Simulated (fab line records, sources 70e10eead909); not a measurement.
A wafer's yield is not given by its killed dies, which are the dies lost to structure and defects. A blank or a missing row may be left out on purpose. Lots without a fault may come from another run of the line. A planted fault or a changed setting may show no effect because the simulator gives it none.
fab line records	flow nand-harc
record: lots: 6	wafers: 18	last-day: 30
route steps=1302 shown A_M0@1164 A_M1@1169 END@1302
lots that met no fault: taken from a fault-free run of the same line
start-h: the number of hours between the record's first day and the start of the first shown wafer of the lot	wait-h: hours from the lot's prior step to this one	" same as the row above	L1.1+2: one row covering several wafers at once	- either no value or no given start	* or withheld: withheld	< > ~ a bound
route shown NAME@n: NAME is a module with steps in the file, n the number in the route of the first one	usual: mean/standard deviation taken from wafers without a fault	same: alike in all rows	chamber/n: place in a boat	sites: per-site readings	_std_site: how widely they spread, as a standard deviation	_edge_site: outer sites' mean less inner sites'	radius-mm: how far each site lies from the wafer's centre	mask NAME#n: copy n	behind: the most recent tool/chamber to have shaped the wafer	hold: cause of the lot's hold/its duration in hours/its outcome	device: the transistor (n, p or np) that didn't switch	end of line: the tests these same wafers got at the end of their route	a step with no rows: only its recipe	killed: not the wafer's yield, but the dies lost to structure and defects at the first sort	map: a wafer's dies, x killed, . not, _ none there
set.NAME: setting as actually run; set.NAME@STEP: the setting as run at that earlier step	model.NAME: the simulator's own value behind a step, which no gauge read
lots at some steps of the route; a table a step, a row a wafer
services: a tool's chamber out of use, with start hour (start-h, from the record's first day; less than 0 if before it), hours out, and reason
== steps ==
step: NHARC_A_M0_SRD_25
step: NHARC_A_M0_INSPECT_27
usual: raw-defect-count: 549/140
lot.wafer	tool	chamber	start-h	wait-h	raw-defect-count
L969.1	defect-inspect-01	-	518.99	0.0	578
L969.2	"	-	"	"	526
L969.4	"	-	"	"	620
L972.1	defect-inspect-01	-	544.88	0.0	559
L972.3	"	-	"	"	424
L972.4	"	-	"	"	531
L980.1	defect-inspect-01	-	610.80	0.0	408
L980.5	"	-	"	"	491
L980.6	"	-	"	"	346
L977.1	defect-inspect-01	-	614.22	0.0	430
L977.3	"	-	"	"	706
L977.5	"	-	"	"	480
L979.3	defect-inspect-02	-	614.38	0.0	294
L979.5	"	-	"	"	369
L979.6	"	-	"	"	362
L984.3	defect-inspect-02	-	671.64	0.0	646
L984.4	"	-	"	"	510
L984.6	"	-	"	"	465
step: NHARC_A_M0_PRE_CLEAN_31
recipe: time-s: 12	temp-c: 370	rf-power-w: 300	gas: NH3
usual: heater-power-w: 671/100
lot.wafer	tool	chamber	start-h	wait-h	heater-power-w
L969.2	pecvd-04	1	519.06	0.1	653
L969.1	"	2	"	"	737
L969.4	"	0	"	"	572
L972.3	pecvd-04	1	544.95	0.1	595
L972.1	"	2	"	"	745
L972.4	"	0	"	"	477
L980.1	pecvd-04	2	610.88	0.1	698
L980.5	"	1	"	"	667
L980.6	"	0	"	"	511
L977.3	pecvd-03	0	614.28	0.1	610
L977.1	"	2	"	"	844
L977.5	"	1	"	"	573
L979.3	pecvd-02	2	614.46	0.1	590
L979.6	"	1	"	"	677
L979.5	"	2	"	"	585
L984.3	pecvd-02	0	671.73	0.1	818
L984.6	"	1	"	"	742
L984.4	"	0	"	"	847
step: NHARC_A_M0_DEP_32
recipe: target-thk-a: 300	temp-c: 370	target-thk-nm: 30	pressure-torr: 3	flow-sccm: 200	rf-w: 450	material: SiCN
usual: heater-power-w: 605/88
lot.wafer	tool	chamber	start-h	wait-h	heater-power-w
L969.2	pecvd-04	1	519.14	0.1	577
L969.1	"	2	"	"	666
L969.4	"	0	"	"	537
L972.3	pecvd-04	1	545.03	0.1	535
L972.1	"	2	"	"	652
L972.4	"	0	"	"	502
L980.1	pecvd-04	2	610.98	0.1	680
L980.5	"	1	"	"	564
L980.6	"	0	"	"	538
L977.3	pecvd-03	0	614.36	0.1	602
L977.1	"	2	"	"	691
L977.5	"	1	"	"	496
L979.3	pecvd-02	2	614.57	0.1	469
L979.6	"	1	"	"	706
L979.5	"	2	"	"	460
L984.3	pecvd-02	0	671.87	0.1	724
L984.6	"	1	"	"	668
L984.4	"	0	"	"	726
step: NHARC_A_M1_DEP_00
recipe: target-thk-a: 1825	target-thk-nm: 182.5	temp-c: withheld	pressure-torr: 5	flow-sccm: 200	rf-w: 600	material: SiOC
step: NHARC_A_M1_DEHYDRATE_01
recipe: temp-c: 150	time-s: 120
step: NHARC_A_M1_HMDS_02
recipe: time-s: 30
step: NHARC_A_M1_COAT_34
recipe: temp-c: 200	time-s: 65
step: NHARC_A_M1_COAT_03
recipe: spin-rpm: 1500	resist-thk-nm: 90
step: NHARC_A_M1_SOFTBAKE_04
recipe: temp-c: 105	time-s: 55
step: NHARC_A_M1_EBR_05
step: NHARC_A_M1_EXPOSE_06
recipe: na: 1.35	target-cd-nm: 120	dose-mj: 75.13	mask-id: A_M1
usual: exposure-dose-mJ-cm2: 75.05/0.08
lot.wafer	tool	chamber	start-h	wait-h	mask	exposure-dose-mJ-cm2
L969.1	arfi-scanner-03	0	520.13	-	A_M1#0	75.04
L969.2	"	0	"	"	A_M1#0	74.99
L969.4	"	0	"	"	A_M1#0	75.19
L972.1	arfi-scanner-01	0	546.14	-	A_M1#0	75.11
L972.3	"	0	"	"	A_M1#0	75.14
L972.4	"	0	"	"	A_M1#0	75.11
L980.1	arfi-scanner-01	0	612.03	-	A_M1#0	80.18
L980.5	"	0	"	"	A_M1#0	80.16
L980.6	"	0	"	"	A_M1#0	80.11
L977.1	arfi-scanner-01	0	615.32	-	A_M1#0	79.27
L977.3	"	0	"	"	A_M1#0	79.21
L977.5	"	0	"	"	A_M1#0	79.23
L979.3	arfi-scanner-02	0	615.62	-	A_M1#0	75.09
L979.5	"	0	"	"	A_M1#0	75.19
L979.6	"	0	"	"	A_M1#0	75.12
L984.3	arfi-scanner-03	0	672.89	-	A_M1#0	74.90
L984.4	"	0	"	"	A_M1#0	74.97
L984.6	"	0	"	"	A_M1#0	75.09
step: NHARC_A_M1_PEB_07
recipe: peb-temp-c: 100	peb-time-s: 65
step: NHARC_A_M1_DEVELOP_08
recipe: develop-time-s: 35	dev-temp-c: 23
step: NHARC_A_M1_CD_MEAS_09
recipe: target-cd-nm: 120	landing-energy-ev: 500
usual: cd-nm: 119.9/0.48
lot.wafer	tool	chamber	start-h	wait-h	cd-nm
L969.1	cd-sem-03	0	520.27	-	120.3
L969.2	"	0	"	"	119.9
L969.4	"	0	"	"	120.6
L972.1	cd-sem-02	0	546.28	-	119.8
L972.3	"	0	"	"	120.4
L972.4	"	0	"	"	119.2
L980.1	cd-sem-02	0	612.17	-	123.3
L980.5	"	0	"	"	123.7
L980.6	"	0	"	"	123.0
L977.1	cd-sem-02	0	615.46	-	123.3
L977.3	"	0	"	"	123.0
L977.5	"	0	"	"	123.8
L979.3	cd-sem-01	0	615.76	-	119.9
L979.5	"	0	"	"	119.7
L979.6	"	0	"	"	119.6
L984.3	cd-sem-03	0	673.03	-	119.1
L984.4	"	0	"	"	119.5
L984.6	"	0	"	"	119.4
step: NHARC_A_M1_OVL_MEAS_10
recipe: pitch-nm: 240
usual: overlay-x-nm: 0.1/0.73	overlay-y-nm: -0.1/0.79
lot.wafer	tool	chamber	start-h	wait-h	overlay-x-nm	overlay-y-nm
L969.1	overlay-02	-	520.36	-	-0.7	-0.6
L969.2	"	-	"	"	-0.4	0.1
L969.4	"	-	"	"	-0.5	-0.5
L972.1	overlay-01	-	546.37	-	-0.9	0.0
L972.3	"	-	"	"	-0.5	0.4
L972.4	"	-	"	"	-0.5	0.0
L980.1	overlay-02	-	612.26	-	-0.1	-0.8
L980.5	"	-	"	"	-0.4	-0.9
L980.6	"	-	"	"	0.0	-0.8
L977.1	overlay-02	-	615.55	-	-0.2	1.0
L977.3	"	-	"	"	0.7	0.2
L977.5	"	-	"	"	0.0	-0.7
L979.3	overlay-01	-	615.84	-	-0.3	0.0
L979.5	"	-	"	"	-0.5	-0.8
L979.6	"	-	"	"	-0.2	0.1
L984.3	overlay-01	-	673.13	-	1.0	0.8
L984.4	"	-	"	"	1.2	0.6
L984.6	"	-	"	"	0.6	0.4
step: NHARC_A_M1_INSPECT_11
usual: raw-defect-count: 84/33
lot.wafer	tool	chamber	start-h	wait-h	raw-defect-count
L969.1	defect-inspect-01	-	520.40	0.0	115
L969.2	"	-	"	"	134
L969.4	"	-	"	"	138
L972.1	defect-inspect-01	-	546.40	0.0	122
L972.3	"	-	"	"	119
L972.4	"	-	"	"	116
L980.1	defect-inspect-02	-	612.29	0.0	62
L980.5	"	-	"	"	58
L980.6	"	-	"	"	47
L977.1	defect-inspect-01	-	615.59	0.0	122
L977.3	"	-	"	"	126
L977.5	"	-	"	"	115
L979.3	defect-inspect-01	-	615.88	0.0	32
L979.5	"	-	"	"	42
L979.6	"	-	"	"	43
L984.3	defect-inspect-02	-	673.16	0.0	76
L984.4	"	-	"	"	70
L984.6	"	-	"	"	72
step: NHARC_A_M1_DESCUM_14
recipe: time-s: 3	o2-flow-sccm: 200	ar-flow-sccm: 0	bias-power-w: 0	chemistry: O2
usual: chamber-pressure-mTorr: 60.00/0.052	drypump-motor-current-A: 5.70/0.22	oes-product-au: 1.002/0.0076	rf-vpp-V: 57.9/0.98	showerhead-plenum-p-Torr: 1.94/0.09	throttle-valve-pct: 11.311/0.0091
lot.wafer	tool	chamber	start-h	wait-h	chamber-pressure-mTorr	drypump-motor-current-A	oes-product-au	rf-hours-counter-h	rf-vpp-V	showerhead-plenum-p-Torr	throttle-valve-pct	model.A_M1.cd-nm
L969.4	rie-diel-10	1	520.46	0.1	59.95	5.76	0.995	4.8	57.4	1.96	11.302	120.6
L969.1	"	2	"	"	60.03	5.61	1.011	4.0	59.1	2.05	11.307	120.3
L969.2	"	0	"	"	60.01	6.20	1.005	5.3	57.4	1.81	11.311	120.2
L972.4	rie-diel-03	2	546.47	0.1	60.06	5.58	0.998	1.6	59.9	2.04	11.312	119.1
L972.3	"	3	"	"	60.02	5.67	1.014	1.6	57.4	1.82	11.316	120.1
L972.1	"	0	"	"	60.02	5.76	0.989	1.8	58.0	2.04	11.304	119.9
L980.1	rie-diel-08	3	612.37	0.1	60.02	6.18	1.026	3.2	57.6	1.89	11.305	122.7
L980.5	"	3	"	"	59.97	6.19	1.002	-	57.7	1.89	11.295	123.2
L980.6	"	0	"	"	60.03	5.44	1.000	-	57.1	1.95	11.322	123.6
L977.1	rie-diel-03	3	615.66	0.1	59.99	5.68	0.998	2.9	57.2	1.82	11.300	122.7
L977.3	"	0	"	"	59.94	5.75	0.994	3.2	59.2	2.04	11.327	122.9
L977.5	"	2	"	"	60.01	5.57	1.000	-	57.6	2.04	11.308	123.5
L979.3	rie-diel-10	1	615.95	0.1	59.98	5.72	1.004	0.8	57.2	1.96	11.323	119.5
L979.5	"	0	"	"	60.02	6.23	1.005	-	57.0	1.81	11.313	120
L979.6	"	1	"	"	59.96	5.72	0.998	-	59.5	1.96	11.315	119.5
L984.4	rie-diel-03	0	673.22	0.1	59.96	5.77	1.004	0.2	58.8	2.04	11.289	118.9
L984.3	"	3	"	"	59.99	5.63	1.010	0.3	58.1	1.82	11.305	119.1
L984.6	"	0	"	"	60.03	5.78	1.005	-	58.1	2.04	11.307	118.5
step: NHARC_A_M1_ETCH_35
recipe: target-depth-a: 400	overetch-a: 120	time-s: 43.94	ion-energy-ev: 200	n2-flow-sccm: 150	h2-flow-sccm: 150	ar-flow-sccm: 0	rf-w: 400	bias-w: 150	chemistry: N2/H2
usual: chamber-pressure-mTorr: 30.001/0.03	drypump-motor-current-A: 5.71/0.23	oes-product-au: 1.002/0.0071	rf-vpp-V: 431.4/2.7	showerhead-plenum-p-Torr: 2.07/0.095	throttle-valve-pct: 14.171/0.0075
lot.wafer	tool	chamber	start-h	wait-h	chamber-pressure-mTorr	drypump-motor-current-A	oes-product-au	rf-hours-counter-h	rf-vpp-V	showerhead-plenum-p-Torr	throttle-valve-pct
L969.2	rie-diel-10	0	520.54	0.1	30.045	6.20	0.997	5.3	427.4	1.93	14.173
L969.4	"	1	"	"	29.995	5.75	0.991	4.8	432.9	2.09	14.170
L969.1	"	2	"	"	30.012	5.60	1.003	4.0	433.0	2.18	14.161
L972.3	rie-diel-03	2	546.56	0.1	30.008	5.58	0.996	1.6	433.4	2.18	14.176
L972.1	"	3	"	"	30.033	5.67	1.005	1.6	427.2	1.93	14.179
L972.4	"	0	"	"	29.983	5.75	0.999	1.8	436.2	2.18	14.177
L980.1	rie-diel-08	3	612.46	0.1	30.029	6.18	0.999	3.2	430.1	2.01	14.164
L980.5	"	0	"	"	30.004	5.43	0.994	-	432.7	2.08	14.170
L980.6	"	1	"	"	29.953	5.41	1.002	-	433.8	2.13	14.173
L977.3	rie-diel-03	3	615.74	0.1	30.014	5.66	1.004	2.9	427.9	1.93	14.170
L977.1	"	1	"	"	29.977	5.75	0.998	3.0	431.6	2.04	14.175
L977.5	"	3	"	"	30.044	5.66	1.002	-	428.5	1.93	14.176
L979.3	rie-diel-10	2	616.03	0.1	29.936	5.61	1.000	0.5	434.1	2.18	14.179
L979.6	"	0	"	"	30.010	6.22	0.999	-	427.4	1.92	14.160
L979.5	"	1	"	"	30.010	5.77	0.989	-	431.4	2.09	14.164
L984.3	rie-diel-03	3	673.32	0.1	29.980	5.67	1.006	0.3	427.7	1.93	14.172
L984.4	"	0	"	"	30.024	5.73	1.012	0.2	435.0	2.18	14.166
L984.6	"	1	"	"	29.980	5.76	1.009	-	430.6	2.04	14.168
step: NHARC_A_M1_ETCH_15
recipe: target-depth-a: 1825	time-s: 91.2	c4f8-flow-sccm: withheld	ar-flow-sccm: 400	rf-w: 600	bias-w: 300	chemistry: C4F8/Ar
usual: chamber-pressure-mTorr: 24.999/0.026	oes-product-au: 0.956/0.023	rf-vpp-V: 441.8/2.7
lot.wafer	tool	chamber	start-h	wait-h	chamber-pressure-mTorr	oes-product-au	rf-hours-counter-h	rf-vpp-V
L969.4	rie-diel-10	2	-	-	25.006	0.966	4.0	444.5
L969.2	"	3	"	"	24.988	0.990	5.1	442.1
L969.1	"	0	"	"	25.018	0.970	5.3	437.5
L972.3	rie-diel-03	3	-	-	24.955	0.968	1.6	439.5
L972.1	"	0	"	"	25.008	0.976	1.8	445.0
L972.4	"	1	"	"	24.981	0.977	1.6	442.6
L980.1	rie-diel-08	3	-	-	25.005	0.978	3.2	439.3
L980.6	"	3	"	"	24.967	0.973	-	440.0
L980.5	"	0	"	"	24.987	0.969	-	442.6
L977.1	rie-diel-03	3	-	-	25.006	0.921	2.9	437.4
L977.3	"	0	"	"	24.989	0.915	3.2	445.2
L977.5	"	1	"	"	25.033	0.925	-	441.5
L979.3	rie-diel-10	2	-	-	24.988	0.985	0.5	444.4
L979.5	"	0	"	"	25.018	0.969	-	437.8
L979.6	"	1	"	"	24.977	0.958	-	441.1
L984.3	rie-diel-03	1	-	-	25.023	0.957	0.2	441.4
L984.4	"	2	"	"	24.988	0.971	0.3	445.0
L984.6	"	0	"	"	24.986	0.956	-	445.9
step: NHARC_A_M1_CD_MEAS_16
usual: cd-nm: 119.8/0.57
lot.wafer	tool	chamber	start-h	wait-h	cd-nm
L969.1	cd-sem-03	-	520.76	-	120.4
L969.2	"	-	"	"	120.5
L969.4	"	-	"	"	120.3
L972.1	cd-sem-03	-	546.77	-	119.9
L972.3	"	-	"	"	120.1
L972.4	"	-	"	"	118.9
L980.1	cd-sem-01	-	612.70	-	123.2
L980.5	"	-	"	"	123.5
L980.6	"	-	"	"	123.5
L977.1	cd-sem-03	-	615.95	-	122.8
L977.3	"	-	"	"	122.7
L977.5	"	-	"	"	123.5
L979.3	cd-sem-01	-	616.25	-	119.2
L979.5	"	-	"	"	120.1
L979.6	"	-	"	"	119.8
L984.3	cd-sem-01	-	673.53	-	119.1
L984.4	"	-	"	"	118.7
L984.6	"	-	"	"	118.5
step: NHARC_A_M1_STRIP_18
recipe: power-w: 1000	n2-flow-sccm: 150	h2-flow-sccm: 150	ar-flow-sccm: 0	bias-w: 0	chemistry: N2/H2
usual: chamber-pressure-mTorr: 30.002/0.029	drypump-motor-current-A: 5.73/0.27	oes-product-au: 1.006/0.0075	rf-vpp-V: 90.6/0.92	showerhead-plenum-p-Torr: 2.05/0.097	throttle-valve-pct: 14.171/0.0085
lot.wafer	tool	chamber	start-h	wait-h	chamber-pressure-mTorr	drypump-motor-current-A	oes-product-au	rf-hours-counter-h	rf-vpp-V	showerhead-plenum-p-Torr	throttle-valve-pct
L969.1	rie-diel-03	2	520.86	0.1	29.994	5.58	1.005	1.0	90.8	2.18	14.166
L969.4	"	3	"	"	29.974	5.64	1.006	0.9	89.0	1.93	14.172
L969.2	"	0	"	"	30.032	5.75	0.990	1.2	90.1	2.18	14.187
L972.4	rie-diel-10	0	546.85	0.1	29.974	6.16	0.986	6.3	89.3	1.92	14.165
L972.1	"	2	"	"	30.007	5.61	1.001	5.1	90.9	2.18	14.190
L972.3	"	3	"	"	30.063	5.38	0.988	6.0	90.6	2.05	14.163
L980.1	rie-diel-03	3	612.80	0.1	30.027	5.66	1.018	2.8	89.9	1.93	14.171
L980.6	"	2	"	"	29.960	5.57	1.015	-	90.7	2.18	14.161
L980.5	"	3	"	"	30.040	5.68	1.002	-	89.3	1.93	14.180
L977.3	rie-diel-03	3	616.08	0.1	30.038	5.66	1.008	2.9	90.6	1.93	14.171
L977.1	"	0	"	"	30.007	5.75	1.010	3.2	91.6	2.18	14.172
L977.5	"	2	"	"	30.024	5.57	1.006	-	92.1	2.18	14.159
L979.3	rie-diel-10	1	616.37	0.1	29.979	5.78	0.998	0.9	89.3	2.09	14.169
L979.5	"	3	"	"	29.977	5.40	1.008	-	90.2	2.05	14.164
L979.6	"	0	"	"	29.988	6.20	1.007	-	89.9	1.92	14.170
L984.4	rie-diel-08	3	673.62	0.1	30.019	6.18	1.012	8.0	90.1	2.01	14.167
L984.3	"	0	"	"	30.016	5.41	1.006	6.2	90.7	2.08	14.177
L984.6	"	3	"	"	29.953	6.19	1.000	-	89.9	2.01	14.167
step: NHARC_A_M1_ETCH_28
recipe: target-depth-a: 300	over-etch-frac: 0.3	time-s: 72.99	ion-energy-ev: 150	cf4-flow-sccm: 50	n2-flow-sccm: 100	ar-flow-sccm: 150	rf-w: 300	bias-w: 100	chemistry: CF4/N2
usual: chamber-pressure-mTorr: 30.000/0.029	drypump-motor-current-A: 5.74/0.26	oes-product-au: 1.004/0.0065	rf-vpp-V: 314.4/2	showerhead-plenum-p-Torr: 2.65/0.11	throttle-valve-pct: 19.794/0.0088
lot.wafer	tool	chamber	start-h	wait-h	chamber-pressure-mTorr	drypump-motor-current-A	oes-product-au	rf-hours-counter-h	rf-vpp-V	showerhead-plenum-p-Torr	throttle-valve-pct	model.A_M1.cd-nm
L969.1	rie-diel-03	3	-	-	29.973	5.65	1.008	1.0	311.7	2.50	19.800	120.5
L969.4	"	0	"	"	30.034	5.76	1.010	1.2	317.4	2.79	19.798	120
L969.2	"	1	"	"	30.026	5.76	0.998	1.1	315.1	2.63	19.787	119.8
L972.3	rie-diel-10	0	-	-	30.064	6.18	1.003	6.4	311.0	2.49	19.812	120.2
L972.4	"	2	"	"	29.984	5.59	1.012	5.1	315.9	2.80	19.805	118.6
L972.1	"	3	"	"	30.015	5.39	1.001	6.1	314.6	2.63	19.801	119.4
L980.1	rie-diel-03	3	-	-	29.960	5.68	1.006	2.9	312.5	2.50	19.774	122.8
L980.6	"	0	"	"	29.977	5.74	1.006	-	316.8	2.79	19.789	123.9
L980.5	"	1	"	"	29.976	5.75	1.001	-	314.6	2.63	19.788	123.4
L977.1	rie-diel-03	0	-	-	29.968	5.76	0.998	3.3	316.5	2.79	19.792	122.4
L977.3	"	2	"	"	29.996	5.57	1.005	3.0	317.5	2.79	19.807	122.9
L977.5	"	3	"	"	29.959	5.65	1.000	-	311.5	2.50	19.788	123.8
L979.3	rie-diel-10	3	-	-	29.980	5.40	0.998	0.6	314.6	2.63	19.784	119.4
L979.6	"	2	"	"	30.028	5.61	1.014	-	316.0	2.79	19.796	119.6
L979.5	"	3	"	"	29.983	5.39	1.012	-	313.0	2.63	19.796	120.5
L984.4	rie-diel-08	0	-	-	30.013	5.43	1.002	6.2	315.4	2.67	19.795	119.1
L984.3	"	3	"	"	30.001	6.18	1.016	8.1	313.1	2.59	19.802	119.9
L984.6	"	0	"	"	30.017	5.45	1.011	-	315.9	2.67	19.783	118.1
step: NHARC_A_M1_STRIP_19
recipe: time-s: 600	temp-c: 30	chemistry: post-etch-residue-remover
step: NHARC_END_SORT_01
recipe: temp-c: 25
usual: defect-limited-yield: 90.8/2.2	killed-at-array: 58/15	killed-at-other: 0.8/1.2	killed-at-periphery: 3.5/2.5	killed-dies: 62/15	killed-open: 3.2/1.7	killed-short: 2.4/1.5
same: gross-dies: 677
lot.wafer	tool	chamber	start-h	wait-h	defect-limited-yield[%]	killed-at-array	killed-at-other	killed-at-periphery	killed-dies	killed-open	killed-short
L969.1	prober-02	0	555.36	2.5	88.5	78	0	0	78	1	3
L969.2	prober-02	0	556.16	2.8	90.3	64	0	2	66	2	1
L969.4	prober-02	0	557.78	3.4	89.1	72	0	2	74	3	1
L972.1	prober-02	0	581.89	2.5	88.8	68	8	0	76	5	2
L972.3	prober-02	0	583.49	3.1	89.8	63	4	2	69	4	0
L972.4	prober-02	0	584.30	3.4	88.0	75	3	3	81	6	3
L980.1	prober-01	0	647.18	2.5	92.0	49	1	4	54	6	0
L980.5	prober-01	0	650.37	3.7	93.1	41	0	6	47	6	2
L980.6	prober-01	0	651.17	4.0	93.2	39	1	6	46	2	0
L977.1	prober-02	0	651.95	2.5	87.0	86	1	1	88	2	0
L977.3	prober-02	0	653.53	3.1	84.9	98	1	3	102	4	3
L977.5	prober-02	0	655.12	3.7	87.1	84	1	2	87	4	1
L979.3	prober-01	0	656.64	3.1	94.8	28	0	7	35	2	1
L979.5	prober-01	0	658.24	3.7	94.1	35	0	5	40	3	1
L979.6	prober-01	0	659.04	4.0	93.2	37	1	8	46	5	3
killed by level:class
L969.1 A_CHANNEL_HOLE_D2:chamber-film-flake=30 A_SLIT:chamber-film-flake=20 A_CHANNEL_HOLE_D1:chamber-film-flake=17 A_STAIRCASE:chamber-film-flake=5 A_CHANNEL_FILL_D1:geometric-particle:short=1 A_CHANNEL_FILL_D2:geometric-particle:short=1 A_WL_FILL:geometric-particle:open=1 A_CONTACT:geometric-particle:short=1
L969.2 A_CHANNEL_HOLE_D1:chamber-film-flake=24 A_CHANNEL_HOLE_D2:chamber-film-flake=22 A_SLIT:chamber-film-flake=10 A_STAIRCASE:chamber-film-flake=3 P_GATE:chamber-film-flake=2 A_ONON_D1:geometric-particle:short=1 A_ONON_D1:geometric-particle:open=1 A_SGD_CUT:geometric-particle:open=1
L969.4 A_CHANNEL_HOLE_D2:chamber-film-flake=25 A_CHANNEL_HOLE_D1:chamber-film-flake=21 A_SLIT:chamber-film-flake=16 A_STAIRCASE:chamber-film-flake=3 A_CONTACT:chamber-film-flake=2 P_CONTACT:geometric-particle:open=1 A_SOURCE_PLATE:geometric-particle:open=1 A_ONON_D2:geometric-particle:open=1
L972.1 A_CHANNEL_HOLE_D1:chamber-film-flake=31 A_CHANNEL_HOLE_D2:chamber-film-flake=21 THIN_TSV:chamber-film-flake=8 A_DECK1_JOINT:geometric-particle:open=3 A_CONTACT:chamber-film-flake=3 A_STAIRCASE:chamber-film-flake=2 A_WL_FILL:chamber-film-flake=2 A_ONON_D2:geometric-particle:open=1
L972.3 A_CHANNEL_HOLE_D1:chamber-film-flake=30 A_CHANNEL_HOLE_D2:chamber-film-flake=22 THIN_TSV:chamber-film-flake=4 A_CHANNEL_FILL_D1:chamber-film-flake=2 A_STAIRCASE:chamber-film-flake=2 A_WL_FILL:chamber-film-flake=2 P_CONTACT:geometric-particle:open=1 A_DECK1_JOINT:geometric-particle:open=1
L972.4 A_CHANNEL_HOLE_D2:chamber-film-flake=35 A_CHANNEL_HOLE_D1:chamber-film-flake=25 A_CHANNEL_FILL_D1:chamber-film-flake=3 THIN_TSV:chamber-film-flake=3 A_STAIRCASE:chamber-film-flake=3 A_ONON_D2:geometric-particle:open=2 P_CONTACT:geometric-particle:open=1 P_M0:geometric-particle:open=1
L980.1 A_SLIT:chamber-film-flake=30 A_CHANNEL_HOLE_D1:chamber-film-flake=6 P_M2:chamber-film-flake=2 A_DECK1_JOINT:chamber-film-flake=2 A_STAIRCASE:chamber-film-flake=2 A_CONTACT:chamber-film-flake=2 A_M0:chamber-film-flake=2 P_CONTACT:geometric-particle:open=1
L980.5 A_SLIT:chamber-film-flake=28 P_M2:chamber-film-flake=3 A_CHANNEL_FILL_D2:geometric-particle:open=2 A_STAIRCASE:chamber-film-flake=2 A_WL_FILL:chamber-film-flake=2 P_GATE:geometric-particle:open=1 P_CONTACT:geometric-particle:short=1 P_M0:geometric-particle:open=1
L980.6 A_SLIT:chamber-film-flake=19 A_CHANNEL_HOLE_D1:chamber-film-flake=9 A_CONTACT:chamber-film-flake=5 P_M2:chamber-film-flake=3 P_M1:chamber-film-flake=2 A_STAIRCASE:chamber-film-flake=2 P_M0:geometric-particle:open=1 A_CHANNEL_FILL_D2:geometric-particle:open=1
L977.1 A_CHANNEL_HOLE_D1:chamber-film-flake=39 A_SLIT:chamber-film-flake=28 A_CHANNEL_HOLE_D2:chamber-film-flake=7 A_CONTACT:chamber-film-flake=3 A_DECK1_JOINT:chamber-film-flake=2 A_STAIRCASE:chamber-film-flake=2 A_BONDPAD:chamber-film-flake=2 A_CHANNEL_FILL_D1:geometric-particle:open=1
L977.3 A_SLIT:chamber-film-flake=34 A_CHANNEL_HOLE_D1:chamber-film-flake=30 A_CHANNEL_HOLE_D2:chamber-film-flake=15 A_CONTACT:chamber-film-flake=5 A_STAIRCASE:chamber-film-flake=3 A_BONDPAD:chamber-film-flake=3 P_GATE:geometric-particle:open=1 P_CONTACT:geometric-particle:short=1
L977.5 A_CHANNEL_HOLE_D1:chamber-film-flake=35 A_SLIT:chamber-film-flake=30 A_STAIRCASE:chamber-film-flake=5 A_CHANNEL_HOLE_D2:chamber-film-flake=4 A_CHANNEL_FILL_D2:geometric-particle:open=2 A_WL_FILL:chamber-film-flake=2 A_BONDPAD:chamber-film-flake=2 A_CONTACT:geometric-particle:open=1
L979.3 A_CHANNEL_HOLE_D2:chamber-film-flake=15 A_CHANNEL_HOLE_D1:chamber-film-flake=4 P_GATE:chamber-film-flake=3 P_STI:chamber-film-flake=2 A_SLIT:chamber-film-flake=2 A_CONTACT:chamber-film-flake=2 P_M0:geometric-particle:open=1 A_CHANNEL_FILL_D1:geometric-particle:open=1
L979.5 A_CHANNEL_HOLE_D2:chamber-film-flake=20 A_CHANNEL_HOLE_D1:chamber-film-flake=7 P_M0:geometric-particle:open=2 A_CHANNEL_FILL_D1:geometric-particle:short=1 A_BLC:geometric-particle:open=1 A_DECK1_JOINT:chamber-film-flake=1 P_STI:chamber-film-flake=1 P_GATE:chamber-film-flake=1
L979.6 A_CHANNEL_HOLE_D2:chamber-film-flake=19 A_CHANNEL_HOLE_D1:chamber-film-flake=9 P_GATE:chamber-film-flake=3 P_M0:geometric-particle:open=2 P_M0:geometric-particle:short=2 A_CONTACT:chamber-film-flake=2 P_CONTACT:geometric-particle:open=1 A_DECK1_JOINT:geometric-particle:open=1
== services ==
tool	chamber	start-h	hours	kind
rie-diel-03	3	499.38	10.6	repair
pecvd-03	-	501.58	6.1	repair
arfi-scanner-03	-	504.14	0.7	repair
pecvd-02	-	515.73	1.5	repair
pecvd-04	-	525.46	1.0	repair
pecvd-04	-	533.62	0.5	repair
arfi-scanner-01	-	539.08	2.0	repair
rie-diel-08	2	543.72	8.3	repair
rie-diel-08	-	544.80	9.0	pm
arfi-scanner-01	-	562.38	0.3	repair
rie-diel-03	2	571.53	16.5	repair
rie-diel-03	-	581.51	0.2	repair
rie-diel-03	3	584.47	3.3	repair
pecvd-02	-	589.35	13.0	pm
arfi-scanner-01	-	596.00	4.0	pm
rie-diel-10	-	596.50	9.0	pm
pecvd-04	-	605.56	0.6	repair
rie-diel-08	2	610.05	13.6	repair
rie-diel-08	0	619.22	10.3	repair
rie-diel-10	2	619.67	6.2	repair
rie-diel-08	2	625.18	7.9	repair
pecvd-04	-	631.00	13.0	pm
rie-diel-03	-	635.47	9.0	pm
rie-diel-08	-	648.21	1.0	repair
== key ==
first-sign: step: NHARC_A_M1_EXPOSE_06	reading: exposure-dose-mJ-cm2	direction: up	sigmas: 58	usual: 75.05	struck: 79.69
effect: step: NHARC_A_M1_CD_MEAS_09	reading: cd-nm	direction: up	sigmas: 7.2	usual: 119.9	struck: 123.3	through: control-loop
effect: step: NHARC_A_M1_CD_MEAS_16	reading: cd-nm	direction: up	sigmas: 5.9	usual: 119.8	struck: 123.2	through: control-loop
model-effect: step: NHARC_A_M1_DESCUM_14	value: A_M1.cd-nm	without: 119.6	struck: 123.1
model-effect: step: NHARC_A_M1_ETCH_28	value: A_M1.cd-nm	without: 119.7	struck: 123.2
met-at NHARC_A_M1_EXPOSE_06
struck-wafers L977.1,L977.3,L977.5,L980.1,L980.5,L980.6
loop-trim: step: NHARC_A_M1_EXPOSE_06	setting: dose	lots: L977
onset-between 546.14 612.03
fault: kind: process-parameter-drift	tool: arfi-scanner-01	chamber: -	onset-h: 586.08	steps: NHARC_A_M1_EXPOSE_06	channel: dose-mj	offset: 5.0881	shape: step	acts-in: these-recipes-only	stated: 75.13
loop-trim: a control loop set the setting to another value than it would have without faults
